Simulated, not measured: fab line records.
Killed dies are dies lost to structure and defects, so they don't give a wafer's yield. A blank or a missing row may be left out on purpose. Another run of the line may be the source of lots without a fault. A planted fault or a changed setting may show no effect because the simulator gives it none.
Chamber matching ; flow n5-finfet ; 4 sister chambers for N5_BEOL_M0_SAQP_CUT_ETCH_46 on rie-diel-06
The step etches SOC in N2/H2, target depth 135 nm, overetch 27 nm, time 202.5 s. 14 wafers are shown with their chamber, then 7 later ones without.

== WAFERS, EACH WITH ITS CHAMBER ==
wafer;chamber;showerhead-plenum-p-Torr (Torr);throttle-valve-pct (%);rf-vpp-V (V)
L074.1;2;2.68;17.62;527.8
L074.2;3;2.34;17.38;518.0
L074.4;3;2.34;17.35;519.5
L081.2;2;2.68;17.64;528.6
L081.3;1;2.50;17.78;523.7
L081.6;1;2.49;17.74;523.3
L083.1;2;2.68;17.68;527.5
L083.2;0;2.60;17.49;524.8
L083.5;2;2.68;17.65;527.4
L087.1;3;2.33;17.41;517.6
L087.4;1;2.49;17.77;522.5
L087.5;3;2.33;17.41;517.2
L094.2;3;2.32;17.43;518.6
L094.4;0;2.59;17.53;527.1

SIGNATURES (averages over the wafers above)
reading;chamber 0;chamber 1;chamber 2;chamber 3;scatter within a chamber
showerhead-plenum-p-Torr;2.5950;2.4933;2.6800;2.3320;0.0063
throttle-valve-pct;17.5100;17.7633;17.6475;17.3960;0.0273
rf-vpp-V;525.950;523.167;527.825;518.180;0.868
Rule: a wafer lies at a distance from a chamber equal to the root of the sum of squares, over the readings, of (its reading less the chamber's mean, divided by the reading's scatter). If the next closest chamber is less than 2 further off than the closest, the wafer can't be placed; otherwise it belongs to the closest. The scatter: the root of (the sum of the squares of (reading less its chamber's mean) over the shown wafers, divided by (wafers less chambers)).

== WAFERS WITHOUT THEIR CHAMBER ==
wafer;showerhead-plenum-p-Torr (Torr);throttle-valve-pct (%);rf-vpp-V (V)
L094.6;2.32;17.42;519.0
L095.1;2.59;17.52;524.6
L095.3;2.67;17.70;527.0
L095.5;2.67;17.69;527.8
L096.2;2.66;17.71;527.6
L096.4;2.32;17.43;518.0
L096.6;2.66;17.69;526.3

== WHICH CHAMBER EACH ONE RAN IN ==
wafer;from the rows above;in truth
L094.6;3;3
L095.1;0;0
L095.3;2;2
L095.5;2;2
L096.2;2;2
L096.4;3;3
L096.6;2;2
Correctly placed: 7 of 7. Left unplaced by these rows: 0. Number placed wrongly: 0.
